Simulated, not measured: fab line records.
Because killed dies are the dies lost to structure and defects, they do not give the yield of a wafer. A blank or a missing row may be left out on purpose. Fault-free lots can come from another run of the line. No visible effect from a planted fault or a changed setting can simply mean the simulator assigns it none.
A single fault, viewed from 2 desks    flow n5Finfet    only its own numbers are on each desk; what lay behind them is given at the end

## THE TOOL OWNER'S DESK: rieDiel-06
The tool's own readings at N5_BEOL_M12_ETCH_67 (etches SiARC in CF4, target depth 143 nm, time 238.3 s): means of the sampled wafers that have a number, for each lot that ran on this tool. Any lot whose mean is over 4 standard deviations away from the usual mean is out of limits and marked OUT; that distance is given in the brackets.
Columns: A = drypumpMotorCurrentA at N5_BEOL_M12_ETCH_67, usual 5.6 A; B = etchRfOnTimeS at N5_BEOL_M12_ETCH_67, usual 236 s; C = oesProductAu at N5_BEOL_M12_ETCH_67, usual 0.70 a.u.; D = rfFwdPowerW at N5_BEOL_M12_ETCH_67, usual 543.2 W; E = rfVppV at N5_BEOL_M12_ETCH_67, usual 184.1 V; F = showerheadPlenumPTorr at N5_BEOL_M12_ETCH_67, usual 2.15 Torr; G = throttleValvePct at N5_BEOL_M12_ETCH_67, usual 15.59 %
lot   first seen here  A    B              C     D                E                F     G
L320  day 11 00:09     5.6  237            0.67  542.1            185.1            2.21  15.77
L329  day 13 07:10     5.4  197 (-11) OUT  0.76  674.8 (+73) OUT  170.8 (-11) OUT  2.18  15.80
L330  day 13 14:46     5.9  195 (-12) OUT  0.83  675.9 (+74) OUT  171.8 (-10) OUT  2.21  15.68
This desk's finding: out of limits on L329, L330; first on L329, day 13 07:10 (etchRfOnTimeS at N5_BEOL_M12_ETCH_67). In limits: L320.

## AT THE METROLOGY DESK
Lot by lot, what the gauges showed, no matter which tool ran the lot: averages of those sampled wafers that carry a number. Any lot whose mean is over 4 standard deviations away from the usual mean is out of limits and marked OUT; that distance is given in the brackets.
Columns: A = V11_OVL at N5_BEOL_M12_OVL_MEAS_11, usual -5 nm; B = M12_OVL at N5_BEOL_M12_OVL_MEAS_29, usual -2 nm
lot   first seen here  A    B
L319  day 10 19:17     -7   -7
L320  day 10 23:03     -9   5
L322  day 11 10:50     -6   -4
L329  day 13 06:08     -12  -1
L330  day 13 13:19     -4   -6
L331  day 13 16:13     -1   3
L338  day 14 22:34     -7   -8
L336  day 15 07:13     -6   3
L340  day 15 15:28     -1   -3
L341  day 16 09:35     -11  -7
L342  day 16 22:06     -14  -1
This desk found nothing out of limits on any of the 11 lots.

## ALL TOGETHER
The tool owner's desk had the chance to raise an alarm at day 13 07:10 on L329, L330.
From the metrology desk's view, nothing was out of limits.
The metrology desk has L329, L330 on record, within its limits.
All the named lots went through N5_BEOL_M12_ETCH_67 on rieDiel-06.

## WHAT WAS PUT IN BY THE SIMULATOR
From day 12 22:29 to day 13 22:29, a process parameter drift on rieDiel-06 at N5_BEOL_M12_ETCH_67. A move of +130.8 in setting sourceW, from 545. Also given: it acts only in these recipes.
Lots struck among those shown: L329, L330.
Time in hours from fault onset to the first out-of-limits reading at each desk: the tool owner's desk, 9.
